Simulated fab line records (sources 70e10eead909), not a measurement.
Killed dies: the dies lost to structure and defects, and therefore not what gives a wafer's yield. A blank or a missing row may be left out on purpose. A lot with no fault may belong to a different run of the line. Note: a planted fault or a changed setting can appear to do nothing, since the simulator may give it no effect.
Code-filled problem report in 8D (eight disciplines) form + flow nand harc + the parts of the form that need people (team, actions taken, sign-off) are left out

## 1. WHAT IS WRONG
Wafers without a fault read 120.0 nm, standard deviation 0.73; cd nm at NHARC_P_GATE_CD_MEAS_26 reads a mean of 112.1 nm on 6 wafers belonging to 2 lots. That is -11 standard deviations from the usual mean.
The step: target cd 120 nm.
The first sign was on wafer L782.2 at day 9 01:30, on cd sem-03. At this step, 39 wafers from 13 lots have a number in the record. Rule for "out", or "out of limits": more than 4 standard deviations from the usual mean. All remaining wafers that have a number are taken as sound.

## 2. WHAT IT IS, WHAT IT ISN'T
| question                    | is                     | is not                                                                                             |
|-----------------------------|------------------------|----------------------------------------------------------------------------------------------------|
| which readings at this step | cd nm                  | -                                                                                                  |
| which lots                  | L782, L783             | L773, L774, L776, L778, L779, L788, L790, L792, L793, L795, L796                                   |
| which wafers of those lots  | all that have a number | -                                                                                                  |
| read on which gauges        | cd sem-03              | cd sem-01, cd sem-02                                                                               |
| when                        | from day 9 01:30       | up to then (15 sound wafers); but 18 sound wafers of L788, L790, L792, L793, L795, L796 came after |

## 3. SUSPECTS, AND WHAT RULES EACH OUT
Counting: a tool stays on the suspect list if, at a process step up to the reading, it processed all lots that are out and no sound lot following the first of them.
- the gauge at NHARC_P_GATE_CD_MEAS_26: kept. All the wafers that are out were read on cd sem-03, and no step on other tools shows them out.
- pecvd-04 at NHARC_P_GATE_DEP_103 (deposits SiON, target thk 30 nm): ruled out as a lasting fault. Sound lots L788 ran on it after its first lot that is out, L782 (day 9 00:58).
- litho track-01 at NHARC_P_GATE_PEB_24 (peb time 65 s): kept. Every lot that is out went through it, starting with L782 (day 9 01:25), and after that it ran no sound lot; the last sound lot it ran before then is L774 (day 5 13:23).
Left after counting: litho track-01 at NHARC_P_GATE_PEB_24, cd sem-03 at NHARC_P_GATE_CD_MEAS_26.

## 4. THE CAUSE (what the simulator had put in)
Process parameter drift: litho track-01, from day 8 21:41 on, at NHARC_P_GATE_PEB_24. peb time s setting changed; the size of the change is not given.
2 suspects survive the count, and this tool is in that group.

## 5. SEQUENCE OF EFFECTS, ordered by route
One row per reading whose mean, taken over the struck wafers that have a number, lies over 3 standard deviations from the usual. Scope: only readings with a usual standard deviation given in the record; hours: median across lots of the time from each lot's start at the first step in this table that gives one to its start at this step; sigmas: change in usual standard deviations.
| hours | step                    | reading | usual    | on struck wafers | change | sigmas |
|-------|-------------------------|---------|----------|------------------|--------|--------|
| 0     | NHARC_P_GATE_CD_MEAS_26 | cd nm   | 120.0 nm | 112.1            | -7.9   | -11    |
Later measuring or inspecting steps at which every struck wafer that the step has a row for has a number for every such reading, and none has moved that far: NHARC_P_GATE_OVL_MEAS_27, NHARC_END_SORT_01.

## 6. WHAT WOULD HAVE CAUGHT IT SOONER
4 hours passed between the start of the fault at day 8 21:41 and the first reading out of limits at a measuring or inspecting step in this record, taken at day 9 01:30.
Lots out: 2; of these, L783 started NHARC_P_GATE_PEB_24 on litho track-01 after day 9 01:30. A tool hold placed at that time would have kept it from harm.
